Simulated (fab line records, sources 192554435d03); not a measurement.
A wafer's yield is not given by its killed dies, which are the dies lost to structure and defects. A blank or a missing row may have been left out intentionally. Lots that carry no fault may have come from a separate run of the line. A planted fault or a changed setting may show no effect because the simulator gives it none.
fab line records	flow n5-finfet
record: lots: 11	wafers: 29	last-day: 18
route steps=1938 shown MOL_CONTACT_COAG@544 BEOL_M4@1111 PASSIVATION@1936
lots untouched by any fault: they come from a run of this same line in which no faults occurred
start-h: hours from the record's first day to the start of the lot's first wafer shown	wait-h: hours elapsed since this lot's preceding step	" the same as in the row above	L1.1+2: a row that stands for several wafers	- either no value or no given start	* or withheld: withheld	< > ~ a bound
route shown NAME@n: names a module that has steps shown in the file, with the first one's number in the route	usual: mean/standard deviation of fault-free wafers	same: alike in all rows	chamber/n: place in a boat	sites: each site's reading	_std_site: the standard deviation of these	_edge_site: the outer-site mean with the inner-site mean subtracted	radius-mm: how far each site lies from the wafer's centre	mask NAME#n: copy n	behind: the most recent tool/chamber to have shaped the wafer	hold: reason for holding the lot/hours on hold/outcome of the hold	device: which transistor (n, p or np) failed to switch	end of line: tests run on the same wafers once the route is complete	a step given without rows: its recipe and nothing more	killed: the dies lost at the first sort to structure and to defects; this is not the yield of the wafer	map: the dies of a wafer, with x for killed, . for not killed, _ for no die there
set.NAME: the setting as run; set.NAME@STEP: as run at that earlier step	model.NAME: the simulator's own value behind a step, which no gauge read
steps of the route over a sample of lots; a table a step, a row a wafer
services: a tool's chamber out of use, with start hour (start-h, from the record's first day; less than 0 if before it), hours out, and reason
== steps ==
step: N5_MOL_CONTACT_COAG_ALD_20
recipe: material: TiN	target-thk-a: 15	temp-c: 400	ald-precursor-family: TiCl4	ald-co-reactant: NH3	pulse-time-s: 1	purge-time-s: 3	co-reactant-purge-time-s: 2	co-reactant-pulse-time-s: 2	ald-cycles: 68	pressure-torr: 3
usual: chamber-pressure-Torr: 3.000/0.0066	heater-power-w: 871/71	precursor-pulse-height-rel: 1.003/0.021
lot.wafer	tool	chamber	start-h	wait-h	chamber-pressure-Torr	heater-power-w	precursor-pulse-height-rel
L577.1	ald-metal-04	2	114.83	0.1	3.000	841	0.995
L577.3	"	0	"	"	2.998	818	0.993
L577.4	"	3	"	"	3.003	985	1.048
L579.2	ald-metal-03	1	122.24	0.1	3.012	957	0.995
L579.3	"	2	"	"	3.003	888	1.025
L579.4	"	0	"	"	2.999	958	0.990
L580.1	ald-metal-02	2	132.49	0.1	3.000	1006	1.002
L580.6	"	2	"	"	3.000	985	0.989
L583.3	ald-metal-04	3	150.94	0.1	2.993	954	0.996
L583.5	"	1	"	"	3.000	839	0.978
L584.1	ald-metal-04	1	155.66	0.1	2.993	850	0.989
L584.2	"	3	"	"	2.995	964	1.003
L584.6	"	2	"	"	3.014	833	0.979
L586.3	ald-metal-02	3	169.79	0.1	3.007	833	1.023
L586.4	"	1	"	"	2.995	917	0.991
L586.5	"	1	"	"	3.001	960	1.038
L589.4	ald-metal-04	2	191.51	0.1	2.986	831	0.965
L589.5	"	3	"	"	2.993	989	1.006
L589.6	"	2	"	"	3.003	827	1.016
L590.1	ald-metal-02	0	191.61	0.1	3.004	731	0.979
L590.3	"	2	"	"	2.995	984	0.988
L590.6	"	1	"	"	2.984	921	1.016
L594.4	ald-metal-04	0	217.27	0.1	2.990	839	1.021
L594.5	"	0	"	"	2.995	834	0.999
L595.1	ald-metal-04	3	225.44	0.1	3.000	946	1.014
L595.3	"	2	"	"	2.996	828	1.022
L596.2	ald-metal-04	3	229.42	0.1	3.009	972	0.972
L596.4	"	2	"	"	3.003	846	0.972
L596.5	"	0	"	"	2.994	817	1.031
step: N5_MOL_CONTACT_COAG_PRE_CLEAN_141
recipe: gas: H2/He	time-s: 60	temp-c: 300
usual: heater-power-w: 465/53
same: time-s: 60
lot.wafer	tool	chamber	start-h	wait-h	heater-power-w
L577.1	pvd-sputter-02	-	117.52	2.3	490
L577.3	"	-	"	"	449
L577.4	"	-	"	"	455
L579.2	pvd-sputter-02	-	123.11	0.3	451
L579.3	"	-	"	"	485
L579.4	"	-	"	"	490
L580.1	pvd-sputter-03	-	133.37	0.5	474
L580.6	"	-	"	"	468
L583.3	pvd-sputter-01	-	152.02	0.6	413
L583.5	"	-	"	"	426
L584.1	pvd-sputter-01	-	157.80	1.7	418
L584.2	"	-	"	"	540
L584.6	"	-	"	"	540
L586.3	pvd-sputter-03	-	171.24	1.0	358
L586.4	"	-	"	"	349
L586.5	"	-	"	"	564
L589.4	pvd-sputter-01	-	192.28	0.1	424
L589.5	"	-	"	"	426
L589.6	"	-	"	"	526
L590.1	pvd-sputter-02	-	192.34	0.2	478
L590.3	"	-	"	"	446
L590.6	"	-	"	"	477
L594.4	pvd-sputter-02	-	218.04	0.3	513
L594.5	"	-	"	"	494
L595.1	pvd-sputter-02	-	226.44	0.6	457
L595.3	"	-	"	"	463
L596.2	pvd-sputter-02	-	230.64	0.8	443
L596.4	"	-	"	"	490
L596.5	"	-	"	"	457
step: N5_MOL_CONTACT_COAG_ALD_27
recipe: material: SiOC	target-thk-a: 170	temp-c: 400	ald-precursor-family: carbosiloxane	ald-co-reactant: H2-plasma	pulse-time-s: 1.5	time-s: 2720	purge-time-s: 2	co-reactant-purge-time-s: 2	ald-cycles: 340	pressure-torr: 2
usual: chamber-pressure-Torr: 2.000/0.0047	heater-power-w: 854/100	precursor-pulse-height-rel: 0.997/0.02
same: time-s: 2720
lot.wafer	tool	chamber	start-h	wait-h	chamber-pressure-Torr	heater-power-w	precursor-pulse-height-rel
L577.1	ald-sin-01	1	122.60	0.0	2.002	717	0.989
L577.3	"	2	"	"	1.998	935	1.006
L577.4	"	3	"	"	1.997	930	0.965
L579.2	ald-sin-01	2	126.73	0.0	1.998	953	0.969
L579.3	"	3	"	"	1.997	954	1.009
L579.4	"	3	"	"	1.992	954	0.982
L580.1	ald-sin-03	3	137.59	0.0	1.998	896	0.977
L580.6	"	1	"	"	1.996	805	0.969
L583.3	ald-sin-04	1	155.40	0.0	1.997	1032	1.017
L583.5	"	1	"	"	2.003	1027	1.005
L584.1	ald-sin-01	1	161.85	0.3	1.997	709	0.979
L584.2	"	0	"	"	1.995	886	1.038
L584.6	"	0	"	"	1.995	889	0.969
L586.3	ald-sin-04	3	175.75	0.0	2.005	880	0.982
L586.4	"	1	"	"	1.998	1030	0.976
L586.5	"	2	"	"	2.007	747	1.034
L589.4	ald-sin-04	3	195.08	0.0	1.995	913	0.996
L589.5	"	2	"	"	1.994	767	0.973
L589.6	"	3	"	"	2.003	901	1.000
L590.1	ald-sin-03	0	197.22	0.0	2.003	791	1.022
L590.3	"	2	"	"	1.997	683	1.007
L590.6	"	1	"	"	1.995	777	0.992
L594.4	ald-sin-01	2	223.12	0.0	1.998	937	0.989
L594.5	"	3	"	"	2.005	947	1.009
L595.1	ald-sin-04	0	231.03	0.0	2.004	807	0.998
L595.3	"	3	"	"	2.002	934	0.989
L596.2	ald-sin-04	0	237.30	0.0	2.000	808	0.992
L596.4	"	1	"	"	2.003	1029	1.021
L596.5	"	2	"	"	2.002	785	0.990
step: N5_MOL_CONTACT_COAG_PECVD_31
recipe: material: SiO2	target-thk-a: 460	temp-c: 400	precursor: TEOS/O2	pressure-torr: 6.5	rf-w: withheld	teos-flow-sccm: withheld	gas: O2	flow-sccm: 2650	time-s: 8.9
usual: chamber-pressure-Torr: 6.502/0.013	susceptor-temp-C: 400.01/0.21
same: time-s: 8.9
lot.wafer	tool	chamber	start-h	wait-h	chamber-pressure-Torr	susceptor-temp-C
L577.1	pecvd-04	1	125.21	0.3	6.498	400.06
L577.3	"	2	"	"	6.524	399.74
L577.4	"	2	"	"	6.515	400.08
L579.2	pecvd-04	2	129.34	0.3	6.477	399.81
L579.3	"	1	"	"	6.498	399.89
L579.4	"	2	"	"	6.490	400.14
L580.1	pecvd-01	1	140.00	0.3	6.506	400.39
L580.6	"	0	"	"	6.485	399.74
L583.3	pecvd-01	1	157.81	0.3	6.501	400.08
L583.5	"	1	"	"	6.497	400.18
L584.1	pecvd-03	0	164.25	0.3	6.500	399.86
L584.2	"	1	"	"	6.492	400.06
L584.6	"	2	"	"	6.489	399.74
L586.3	pecvd-03	0	178.15	0.3	6.511	399.75
L586.4	"	1	"	"	6.506	399.82
L586.5	"	0	"	"	6.503	399.81
L589.4	pecvd-04	2	197.49	0.3	6.531	396.56
L589.5	"	1	"	"	6.498	396.62
L589.6	"	0	"	"	6.506	396.42
L590.1	pecvd-04	2	199.62	0.3	6.491	396.05
L590.3	"	1	"	"	6.516	396.72
L590.6	"	1	"	"	6.524	396.09
L594.4	pecvd-01	2	225.53	0.3	6.493	400.37
L594.5	"	0	"	"	6.481	400.02
L595.1	pecvd-01	2	233.80	0.3	6.505	400.15
L595.3	"	1	"	"	6.509	399.91
L596.2	pecvd-01	2	239.72	0.3	6.532	400.03
L596.4	"	2	"	"	6.500	400.06
L596.5	"	1	"	"	6.519	400.10
step: N5_BEOL_M4_RC_MEAS_101
usual: DIBL_N: 36.2/2.2	DIBL_P: 36.5/3	IOFF_N: 0.16/0.039	IOFF_P: 0.22/0.047	ION_N: 675/15	ION_P: 463/10	SS_N: 71.6/0.71	SS_P: 73.4/0.94	VT_N: 250/3.6	VT_P: -250/3.9
lot.wafer	tool	chamber	start-h	wait-h	DIBL_N[mV/V]	DIBL_P[mV/V]	IOFF_N[nA/um]	IOFF_P[nA/um]	ION_N[uA/um]	ION_P[uA/um]	SS_N[mV/dec]	SS_P[mV/dec]	VT_N[mV]	VT_P[mV]
L577.1	prober-02	0	194.60	0.0	35.1	35.7	0.14	0.18	664	451	71.3	73.3	253	-254
L577.3	"	0	"	"	35.4	37.1	0.15	0.21	678	468	71.5	73.0	250	-250
L577.4	"	0	"	"	32.2	32.7	0.10	0.16	650	450	70.5	72.2	257	-253
L579.2	prober-02	0	200.96	0.2	35.2	36.0	0.16	0.22	676	464	71.9	74.0	249	-249
L579.3	"	0	"	"	34.7	34.5	0.15	0.19	674	457	71.3	73.0	250	-249
L579.4	"	0	"	"	38.8	40.0	0.24	0.31	690	474	73.3	75.5	243	-246
L580.1	prober-01	0	214.21	0.0	39.0	40.5	0.18	0.25	696	479	71.5	73.8	250	-249
L580.6	"	0	"	"	38.5	40.0	0.18	0.24	694	477	71.4	74.2	250	-247
L583.3	prober-02	0	227.28	0.3	37.8	41.4	0.19	0.29	672	471	72.0	73.6	249	-245
L583.5	"	0	"	"	32.0	33.5	0.10	0.17	647	454	69.9	72.1	255	-251
L584.1	prober-02	0	230.48	0.0	35.6	36.8	0.15	0.21	663	463	71.8	73.6	252	-248
L584.2	"	0	"	"	35.6	36.7	0.15	0.20	690	473	71.2	73.7	251	-251
L584.6	"	0	"	"	33.2	34.3	0.12	0.18	657	454	70.3	73.6	255	-251
L586.3	prober-02	0	256.66	0.3	35.9	35.5	0.14	0.19	686	468	71.3	72.7	249	-251
L586.4	"	0	"	"	41.9	41.5	0.26	0.29	690	470	73.5	74.6	243	-248
L586.5	"	0	"	"	36.9	35.8	0.15	0.19	685	461	71.1	73.0	253	-253
L589.4	prober-02	0	272.44	0.5	36.4	37.1	0.15	0.20	681	471	71.8	73.2	253	-250
L589.5	"	0	"	"	36.7	37.5	0.15	0.21	680	474	71.8	73.5	252	-250
L589.6	"	0	"	"	33.9	33.5	0.12	0.16	657	453	70.7	72.0	254	-253
L590.1	prober-02	0	280.15	0.0	38.7	39.4	0.23	0.26	710	479	72.4	74.2	242	-248
L590.3	"	0	"	"	36.8	36.2	0.18	0.21	690	460	72.1	73.8	246	-250
L590.6	"	0	"	"	38.3	38.6	0.21	0.24	686	462	71.9	74.4	244	-248
L594.4	prober-01	0	289.51	0.5	37.0	38.9	0.16	0.22	673	455	71.2	73.2	251	-252
L594.5	"	0	"	"	37.9	40.3	0.17	0.23	672	460	72.0	73.9	251	-250
L595.1	prober-02	0	317.23	0.0	42.3	42.9	0.26	0.34	684	467	72.5	76.7	247	-246
L595.3	"	0	"	"	34.6	33.3	0.12	0.16	661	457	70.7	73.3	254	-255
L596.2	prober-01	0	321.09	0.2	34.2	36.4	0.15	0.21	678	460	71.5	74.1	248	-249
L596.4	"	0	"	"	36.0	37.1	0.18	0.22	682	462	71.9	73.2	246	-250
L596.5	"	0	"	"	32.6	33.2	0.12	0.17	665	457	71.3	72.6	251	-254
step: N5_PASSIVATION_PROBE_49
usual: defect-limited-yield: 91.5/1.5	killed_at_M0_to_M3: 32/10	killed_at_M4_up: 13/4.9	killed-at-contacts: 13/6.1	killed-at-front-end: 38/11	killed-at-other: 3/3.2	killed-dies: 101/18	killed-open: 66/13	killed-short: 32/8.3	sort_bin_5_function: 5.0/1	sort_bin_6_memory: 3.2/0.74	sort-n-pass: 1078/22	sort-yield-pct: 91.3/1.9
same: gross-dies: 1180	killed-at-back-side: 0	sort_bin_4_leakage[%]: 0	sort_bin_8_speed[%]: 0
lot.wafer	tool	chamber	start-h	wait-h	defect-limited-yield[%]	killed_at_M0_to_M3	killed_at_M4_up	killed-at-contacts	killed-at-front-end	killed-at-other	killed-dies	killed-open	killed-short	sort_bin_5_function[%]	sort_bin_6_memory[%]	sort-n-pass	sort-yield-pct[%]
L577.1	prober-01	-	300.42	0.0	91.4	28	19	9	43	2	101	75	23	5.1	3.4	1079	91.4
L577.3	prober-01	-	300.52	0.1	91.8	50	10	12	23	2	97	67	29	3.9	4.0	1083	91.8
L577.4	prober-01	-	300.57	0.2	88.2	35	25	12	63	4	139	92	45	6.8	4.5	1041	88.2
L579.2	prober-01	-	311.52	0.1	89.9	23	10	12	66	8	119	73	42	5.9	3.5	1061	89.9
L579.3	prober-01	-	311.57	0.1	89.7	37	14	12	55	4	122	78	32	6.2	3.0	1058	89.7
L579.4	prober-01	-	311.62	0.2	91.4	29	4	11	46	12	102	56	33	4.7	3.0	1078	91.4
L580.1	prober-02	-	326.72	0.0	88.8	35	17	16	59	5	132	86	44	5.8	5.0	1048	88.8
L580.6	prober-02	-	326.97	0.3	88.1	33	16	7	65	20	141	87	48	7.5	3.8	1039	88.1
L584.1	prober-01	-	335.35	0.0	92.7	23	12	12	35	4	86	54	30	4.5	2.6	1094	92.7
L584.2	prober-01	-	335.40	0.1	92.0	20	16	22	24	12	94	70	22	4.8	2.8	1086	92.0
L584.6	prober-01	-	335.60	0.3	91.5	39	4	16	36	5	100	62	37	4.3	3.7	1080	91.5
L583.3	prober-02	-	335.45	0.1	90.3	32	7	8	64	4	115	73	40	6.4	2.6	1065	90.3
L583.5	prober-02	-	335.55	0.2	91.1	32	9	6	54	4	105	68	36	5.4	3.1	1075	91.1
L586.3	prober-02	-	361.25	0.1	91.3	31	13	24	30	5	103	76	26	5.3	2.7	1077	91.3
L586.4	prober-02	-	361.30	0.2	90.6	53	16	15	24	3	111	72	38	5.0	4.2	1069	90.6
L586.5	prober-02	-	361.35	0.2	91.4	45	15	14	24	3	101	69	29	5.1	3.4	1079	91.4
L590.1	prober-02	-	386.71	0.0	92.0	23	14	9	46	2	94	56	23	4.3	2.3	1086	92.0
L590.3	prober-02	-	386.81	0.1	91.6	15	12	12	58	2	99	56	42	4.4	3.6	1081	91.6
L590.6	prober-02	-	386.96	0.3	94.9	14	13	10	23	0	60	39	20	3.4	1.4	1120	94.9
L589.4	prober-01	-	386.88	0.2	91.4	23	11	15	51	1	101	68	32	5.3	3.1	1079	91.4
L589.5	prober-01	-	386.93	0.2	91.4	26	24	7	43	2	102	61	40	5.2	3.1	1078	91.4
L589.6	prober-01	-	386.98	0.3	89.7	37	16	7	53	8	121	83	36	6.2	3.7	1059	89.7
L594.4	prober-02	-	402.66	0.2	91.3	26	10	12	46	9	103	67	36	4.2	4.2	1077	91.3
L594.5	prober-02	-	402.71	0.2	90.8	29	17	15	43	5	109	67	42	5.4	3.2	1071	90.8
L595.1	prober-02	-	419.95	0.0	89.2	52	16	20	37	2	127	79	47	5.8	4.3	1053	89.2
L595.3	prober-02	-	420.05	0.1	88.9	40	14	29	44	4	131	90	37	6.7	3.8	1049	88.9
L596.2	prober-02	-	430.68	0.1	93.5	26	8	11	23	9	77	47	29	3.2	2.9	1103	93.5
L596.4	prober-02	-	430.78	0.2	90.3	43	17	9	44	2	115	73	38	5.5	3.7	1065	90.3
L596.5	prober-02	-	430.83	0.2	92.1	34	9	7	37	6	93	56	35	4.2	3.5	1087	92.1
killed by level:class
L577.1 STI_FIN_REVEAL:geometric-particle:open=18 MOL_CONTACT_COAG:geometric-particle:open=7 BEOL_M2:geometric-particle:open=7 BEOL_M3:geometric-particle:open=7 STARTING-WAFER:geometric-particle:open=6 STI_FIN_REVEAL:geometric-particle:short=5 BEOL_M5:geometric-particle:open=5 BEOL_M1:geometric-particle:open=5
L577.3 BEOL_M3:geometric-particle:open=16 MOL_CONTACT_COAG:geometric-particle:open=10 BEOL_M1:geometric-particle:open=7 BEOL_M3:geometric-particle:short=7 FIN_SAQP:geometric-particle:short=6 BEOL_M0_SAQP:geometric-particle:open=6 BEOL_M2:geometric-particle:open=5 BEOL_M4:geometric-particle:open=5
L577.4 STI_FIN_REVEAL:geometric-particle:open=15 FIN_SAQP:geometric-particle:short=13 BEOL_M3:geometric-particle:open=11 MOL_CONTACT_COAG:geometric-particle:open=10 BEOL_M1:geometric-particle:open=9 FIN_SAQP:geometric-particle:open=8 BEOL_M0_SAQP:geometric-particle:short=8 BEOL_M4:geometric-particle:open=8
L579.2 FIN_SAQP:geometric-particle:open=22 FIN_SAQP:geometric-particle:short=12 STI_FIN_REVEAL:geometric-particle:open=10 GATE_CUT:geometric-particle:short=8 MOL_CONTACT_COAG:geometric-particle:open=8 BEOL_M2:geometric-particle:open=8 BEOL_M1:geometric-particle:open=6 GATE_CUT:geometric-particle:open=4
L579.3 FIN_SAQP:geometric-particle:open=24 BEOL_M0_SAQP:geometric-particle:open=9 HKMG_FIN:area-etch=8 FIN_SAQP:geometric-particle:short=7 MOL_CONTACT_COAG:geometric-particle:open=7 BEOL_M0_SAQP:geometric-particle:short=7 BEOL_M2:geometric-particle:open=7 MOL_CONTACT_COAG:geometric-particle:short=5
L579.4 STI_FIN_REVEAL:geometric-particle:open=10 MOL_CONTACT_COAG:geometric-particle:open=9 BEOL_M0_SAQP:geometric-particle:short=8 HKMG_FIN:area-etch=8 FIN_SAQP:geometric-particle:open=7 FIN_SAQP:geometric-particle:short=7 PAD_METAL:geometric-particle:open=6 DUMMY_GATE:geometric-particle:open=4
L580.1 STI_FIN_REVEAL:geometric-particle:open=25 MOL_CONTACT_COAG:geometric-particle:open=12 BEOL_M0_SAQP:geometric-particle:short=10 BEOL_M0_SAQP:geometric-particle:open=7 BEOL_M1:geometric-particle:open=7 FIN_SAQP:geometric-particle:open=6 FIN_SAQP:geometric-particle:short=6 STI_FIN_REVEAL:geometric-particle:short=5
L580.6 STI_FIN_REVEAL:geometric-particle:open=32 STI_FIN_REVEAL:geometric-particle:short=10 FIN_SAQP:geometric-particle:short=9 BEOL_M0_SAQP:geometric-particle:open=6 BEOL_M3:geometric-particle:open=6 MIM_TOP_ETCH:geometric-particle:open=6 MOL_CONTACT_COAG:geometric-particle:open=6 BEOL_M4:geometric-particle:open=6
L584.1 MOL_CONTACT_COAG:geometric-particle:open=11 FIN_SAQP:geometric-particle:short=7 STI_FIN_REVEAL:geometric-particle:open=7 GATE_CUT:geometric-particle:short=7 BEOL_M3:geometric-particle:open=7 DUMMY_GATE:geometric-particle:open=4 GATE_CUT:geometric-particle:open=4 BEOL_M0_SAQP:geometric-particle:open=4
L584.2 MOL_CONTACT_COAG:geometric-particle:open=19 DUMMY_GATE:geometric-particle:open=8 BEOL_M4:geometric-particle:open=8 BEOL_M1:geometric-particle:open=6 PAD_METAL:geometric-particle:short=5 BEOL_M0_SAQP:geometric-particle:short=4 STARTING-WAFER:geometric-particle:open=4 BEOL_M0_SAQP:geometric-particle:open=3
L583.3 FIN_SAQP:geometric-particle:short=14 FIN_SAQP:geometric-particle:open=13 GATE_CUT:geometric-particle:open=8 GATE_CUT:geometric-particle:short=7 BEOL_M0_SAQP:geometric-particle:open=6 BEOL_M1:geometric-particle:open=6 BEOL_M2:geometric-particle:open=6 STI_FIN_REVEAL:geometric-particle:open=5
L583.5 FIN_SAQP:geometric-particle:open=17 FIN_SAQP:geometric-particle:short=12 BEOL_M0_SAQP:geometric-particle:open=11 GATE_CUT:geometric-particle:short=7 BEOL_M0_SAQP:geometric-particle:short=6 BEOL_M1:geometric-particle:open=6 GATE_CUT:geometric-particle:open=4 MOL_CONTACT_COAG:geometric-particle:open=4
L584.6 STI_FIN_REVEAL:geometric-particle:open=12 BEOL_M0_SAQP:geometric-particle:short=12 MOL_CONTACT_COAG:geometric-particle:open=9 FIN_SAQP:geometric-particle:short=7 MOL_CONTACT_COAG:geometric-particle:short=7 BEOL_M0_SAQP:geometric-particle:open=7 BEOL_M3:geometric-particle:open=5 DUMMY_GATE:geometric-particle:open=4
L586.3 MOL_CONTACT_COAG:geometric-particle:open=18 STI_FIN_REVEAL:geometric-particle:open=14 BEOL_M0_SAQP:geometric-particle:open=8 BEOL_M4:geometric-particle:open=8 BEOL_M0_SAQP:geometric-particle:short=7 MOL_CONTACT_COAG:geometric-particle:short=6 FIN_SAQP:geometric-particle:open=5 BEOL_M0:geometric-particle:open=4
L586.4 BEOL_M0_SAQP:geometric-particle:open=21 BEOL_M0_SAQP:geometric-particle:short=17 MOL_CONTACT_COAG:geometric-particle:open=12 BEOL_M5:geometric-particle:open=7 BEOL_M1:geometric-particle:open=5 STARTING-WAFER:geometric-particle:short=5 BEOL_M4:geometric-particle:open=4 STARTING-WAFER:geometric-particle:open=4
L586.5 MOL_CONTACT_COAG:geometric-particle:open=13 BEOL_M0_SAQP:geometric-particle:open=13 STI_FIN_REVEAL:geometric-particle:open=9 BEOL_M0_SAQP:geometric-particle:short=7 BEOL_M0:geometric-particle:open=6 BEOL_M2:geometric-particle:open=5 FIN_SAQP:geometric-particle:short=4 BEOL_M2:geometric-particle:short=4
L590.1 HKMG_FIN:area-etch=15 BEOL_M0_SAQP:geometric-particle:short=10 STI_FIN_REVEAL:geometric-particle:open=9 MOL_CONTACT_COAG:geometric-particle:open=9 BEOL_M0_SAQP:geometric-particle:open=7 GATE_CUT:geometric-particle:open=4 BEOL_M5:geometric-particle:open=4 FIN_SAQP:geometric-particle:open=3
L590.3 FIN_SAQP:geometric-particle:open=13 FIN_SAQP:geometric-particle:short=10 BEOL_M4:geometric-particle:open=8 MOL_CONTACT_COAG:geometric-particle:open=7 DUMMY_GATE:geometric-particle:short=5 MOL_CONTACT_COAG:geometric-particle:short=5 STI_FIN_REVEAL:geometric-particle:open=4 GATE_CUT:geometric-particle:short=4
L589.4 STI_FIN_REVEAL:geometric-particle:open=13 MOL_CONTACT_COAG:geometric-particle:open=13 FIN_SAQP:geometric-particle:short=8 STARTING-WAFER:geometric-particle:open=6 FIN_SAQP:geometric-particle:open=5 BEOL_M0:geometric-particle:open=5 STI_FIN_REVEAL:geometric-particle:short=4 BEOL_M0_SAQP:geometric-particle:short=4
L589.5 BEOL_M4:geometric-particle:open=11 FIN_SAQP:geometric-particle:short=10 BEOL_M2:geometric-particle:open=9 STI_FIN_REVEAL:geometric-particle:open=9 MOL_CONTACT_COAG:geometric-particle:open=6 BEOL_M4:geometric-particle:short=6 FIN_SAQP:geometric-particle:open=5 STARTING-WAFER:geometric-particle:short=5
L590.6 MOL_CONTACT_COAG:geometric-particle:short=5 MOL_CONTACT_COAG:geometric-particle:open=5 BEOL_M4:geometric-particle:open=5 DUMMY_GATE:geometric-particle:open=4 BEOL_M0_SAQP:geometric-particle:open=4 BEOL_M1:geometric-particle:open=4 STARTING-WAFER:geometric-particle:short=3 STI_FIN_REVEAL:geometric-particle:open=3
L589.6 BEOL_M2:geometric-particle:open=14 FIN_SAQP:geometric-particle:short=12 STI_FIN_REVEAL:geometric-particle:open=12 FIN_SAQP:geometric-particle:open=10 BEOL_M3:geometric-particle:open=8 BEOL_M5:geometric-particle:open=5 BEOL_M4:geometric-particle:open=5 MOL_CONTACT_COAG:geometric-particle:open=4
L594.4 DUMMY_GATE:geometric-particle:open=11 FIN_SAQP:geometric-particle:open=10 BEOL_M0_SAQP:geometric-particle:short=9 MOL_CONTACT_COAG:geometric-particle:open=8 FIN_SAQP:geometric-particle:short=6 BEOL_M0_SAQP:geometric-particle:open=6 STI_FIN_REVEAL:geometric-particle:open=6 GATE_CUT:geometric-particle:short=5
L594.5 MOL_CONTACT_COAG:geometric-particle:open=11 BEOL_M0_SAQP:geometric-particle:open=9 BEOL_M0_SAQP:geometric-particle:short=9 FIN_SAQP:geometric-particle:open=8 STI_FIN_REVEAL:geometric-particle:open=8 BEOL_M4:geometric-particle:open=7 STARTING-WAFER:geometric-particle:open=6 FIN_SAQP:geometric-particle:short=5
L595.1 BEOL_M0_SAQP:geometric-particle:short=21 MOL_CONTACT_COAG:geometric-particle:open=17 BEOL_M3:geometric-particle:open=11 FIN_SAQP:geometric-particle:open=10 BEOL_M0_SAQP:geometric-particle:open=7 STI_FIN_REVEAL:geometric-particle:open=6 GATE_CUT:geometric-particle:short=5 FIN_SAQP:geometric-particle:short=4
L595.3 MOL_CONTACT_COAG:geometric-particle:open=21 FIN_SAQP:geometric-particle:open=14 BEOL_M0_SAQP:geometric-particle:open=8 MOL_CONTACT_COAG:geometric-particle:short=8 BEOL_M1:geometric-particle:open=8 STI_FIN_REVEAL:geometric-particle:open=7 BEOL_M3:geometric-particle:open=7 FIN_SAQP:geometric-particle:short=5
L596.2 STI_FIN_REVEAL:geometric-particle:open=6 MOL_CONTACT_COAG:geometric-particle:open=6 BEOL_M0_SAQP:geometric-particle:open=6 BEOL_M2:geometric-particle:open=6 BEOL_M2:geometric-particle:short=6 MOL_CONTACT_COAG:geometric-particle:short=5 MIM_TOP:geometric-particle:short=5 FIN_SAQP:geometric-particle:short=3
L596.4 FIN_SAQP:geometric-particle:short=13 BEOL_M2:geometric-particle:open=12 FIN_SAQP:geometric-particle:open=11 BEOL_M3:geometric-particle:open=9 BEOL_M0_SAQP:geometric-particle:short=9 MOL_CONTACT_COAG:geometric-particle:open=8 BEOL_M0_SAQP:geometric-particle:open=8 BEOL_M5:geometric-particle:open=5
L596.5 STI_FIN_REVEAL:geometric-particle:open=8 BEOL_M3:geometric-particle:open=8 BEOL_M0_SAQP:geometric-particle:short=6 FIN_SAQP:geometric-particle:short=5 FIN_SAQP:geometric-particle:open=5 DUMMY_GATE:geometric-particle:open=4 MOL_CONTACT_COAG:geometric-particle:open=4 BEOL_M0_SAQP:geometric-particle:open=4
== services ==
tool	chamber	start-h	hours	kind
pecvd-04	1	93.20	3.1	repair
ald-sin-01	0	100.31	-	clean
ald-sin-01	1	100.31	-	clean
ald-sin-01	2	100.31	-	clean
pecvd-04	2	115.95	6.9	repair
ald-sin-01	0	116.62	14.9	repair
pecvd-01	-	120.19	2.0	repair
pvd-sputter-03	-	121.47	2.2	repair
pecvd-01	-	126.90	0.9	repair
ald-metal-03	0	129.53	9.1	repair
ald-sin-04	3	139.48	-	calibration
ald-metal-03	1	143.57	3.7	repair
ald-metal-02	-	148.91	8.7	pm
ald-sin-04	0	164.70	5.0	repair
pecvd-04	-	170.44	0.4	repair
pvd-sputter-02	-	174.82	1.6	repair
ald-sin-03	-	176.75	14.0	pm
pecvd-03	1	184.02	19.0	repair
pecvd-04	-	190.11	0.7	repair
ald-sin-03	-	192.51	1.3	repair
ald-sin-01	0	201.35	5.4	repair
pecvd-04	2	206.38	3.8	repair
ald-sin-04	-	225.66	1.4	repair
ald-metal-02	2	227.19	6.8	repair
== key ==
first-sign: step: N5_MOL_CONTACT_COAG_PECVD_31	reading: susceptor-temp-C	direction: down	sigmas: 18	usual: *	struck: *
effect none on later readings
met-at N5_MOL_CONTACT_COAG_PECVD_31
struck-lots L589,L590
baseline-loss: step: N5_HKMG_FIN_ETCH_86	wafers: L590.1
not-acting-at N5_MOL_CONTACT_COAG_ALD_20,N5_MOL_CONTACT_COAG_PRE_CLEAN_141,N5_MOL_CONTACT_COAG_ALD_27
onset-between 129.34 197.49
fault: kind: process-parameter-drift	tool: pecvd-04	chamber: -	onset-h: 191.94	steps: N5_MOL_CONTACT_COAG_PECVD_31	channel: temp-c	offset: *	shape: step	end-h: 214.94	acts-in: *	stated: *
baseline-loss: these wafers lose ten dies or more at that step, a loss of the line's own and not of a fault; the sort's usual values leave them out
